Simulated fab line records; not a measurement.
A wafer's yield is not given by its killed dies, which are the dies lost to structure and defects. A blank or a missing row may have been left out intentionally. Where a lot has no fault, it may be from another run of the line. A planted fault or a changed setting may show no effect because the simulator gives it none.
Matching of chambers || flow nandHarc || 3 sister chambers for NHARC_P_M2_PRE_CLEAN_32 on pecvd-02
The step time 12 s. 22 wafers are shown with their chamber, then 11 later ones without.

== WAFERS WITH THEIR CHAMBER ==
{"wafer": "L074.1", "chamber": 2, "heaterPowerW (W)": 563}
{"wafer": "L074.5", "chamber": 1, "heaterPowerW (W)": 640}
{"wafer": "L074.6", "chamber": 0, "heaterPowerW (W)": 591}
{"wafer": "L075.2", "chamber": 2, "heaterPowerW (W)": 645}
{"wafer": "L075.3", "chamber": 0, "heaterPowerW (W)": 601}
{"wafer": "L075.6", "chamber": 2, "heaterPowerW (W)": 655}
{"wafer": "L080.1", "chamber": 2, "heaterPowerW (W)": 588}
{"wafer": "L080.2", "chamber": 0, "heaterPowerW (W)": 571}
{"wafer": "L080.6", "chamber": 2, "heaterPowerW (W)": 597}
{"wafer": "L082.1", "chamber": 2, "heaterPowerW (W)": 638}
{"wafer": "L082.2", "chamber": 1, "heaterPowerW (W)": 609}
{"wafer": "L082.3", "chamber": 0, "heaterPowerW (W)": 594}
{"wafer": "L082.4", "chamber": 1, "heaterPowerW (W)": 605}
{"wafer": "L082.5", "chamber": 2, "heaterPowerW (W)": 638}
{"wafer": "L082.6", "chamber": 0, "heaterPowerW (W)": 603}
{"wafer": "L085.1", "chamber": 0, "heaterPowerW (W)": 627}
{"wafer": "L085.4", "chamber": 1, "heaterPowerW (W)": 628}
{"wafer": "L085.6", "chamber": 0, "heaterPowerW (W)": 612}
{"wafer": "L087.2", "chamber": 0, "heaterPowerW (W)": 616}
{"wafer": "L087.4", "chamber": 2, "heaterPowerW (W)": 653}
{"wafer": "L087.5", "chamber": 1, "heaterPowerW (W)": 615}
{"wafer": "L088.1", "chamber": 2, "heaterPowerW (W)": 627}

SIGNATURES, as means of the wafers listed above
{"reading": "heaterPowerW", "chamber 0": 601.88, "chamber 1": 619.40, "chamber 2": 622.67, "scatter within a chamber": 24.4}
Rule: a wafer lies at a distance from a chamber equal to the root of the sum of squares, over the readings, of (its reading less the chamber's mean, divided by the reading's scatter). The wafer belongs to the nearest chamber; if the next one is less than 2 further off, it can't be placed. The scatter is the square root of a quotient: the sum, over the shown wafers, of each reading's squared deviation from its chamber's mean, divided by wafers minus chambers.

== WAFERS MISSING THEIR CHAMBER ==
{"wafer": "L088.5", "heaterPowerW (W)": 643}
{"wafer": "L088.6", "heaterPowerW (W)": 641}
{"wafer": "L091.1", "heaterPowerW (W)": 554}
{"wafer": "L091.3", "heaterPowerW (W)": 648}
{"wafer": "L091.4", "heaterPowerW (W)": 532}
{"wafer": "L093.2", "heaterPowerW (W)": 536}
{"wafer": "L093.3", "heaterPowerW (W)": 564}
{"wafer": "L093.4", "heaterPowerW (W)": 542}
{"wafer": "L096.4", "heaterPowerW (W)": 558}
{"wafer": "L096.5", "heaterPowerW (W)": 662}
{"wafer": "L096.6", "heaterPowerW (W)": 637}

== WHICH CHAMBER EACH WENT THROUGH ==
{"wafer": "L088.5", "from the rows above": "can't be placed: 2 or 1 or 0", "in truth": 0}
{"wafer": "L088.6", "from the rows above": "can't be placed: 2 or 1 or 0", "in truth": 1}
{"wafer": "L091.1", "from the rows above": "can't be placed: 0 or 1 or 2", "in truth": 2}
{"wafer": "L091.3", "from the rows above": "can't be placed: 2 or 1 or 0", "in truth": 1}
{"wafer": "L091.4", "from the rows above": "can't be placed: 0 or 1 or 2", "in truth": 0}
{"wafer": "L093.2", "from the rows above": "can't be placed: 0 or 1 or 2", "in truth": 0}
{"wafer": "L093.3", "from the rows above": "can't be placed: 0 or 1 or 2", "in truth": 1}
{"wafer": "L093.4", "from the rows above": "can't be placed: 0 or 1 or 2", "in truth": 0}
{"wafer": "L096.4", "from the rows above": "can't be placed: 0 or 1 or 2", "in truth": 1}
{"wafer": "L096.5", "from the rows above": "can't be placed: 2 or 1 or 0", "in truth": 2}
{"wafer": "L096.6", "from the rows above": "can't be placed: 2 or 1 or 0", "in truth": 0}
0 of 11 placed correctly. Not placeable from these rows: 11 (in 11, the candidates include the true chamber). Placed wrongly: 0.
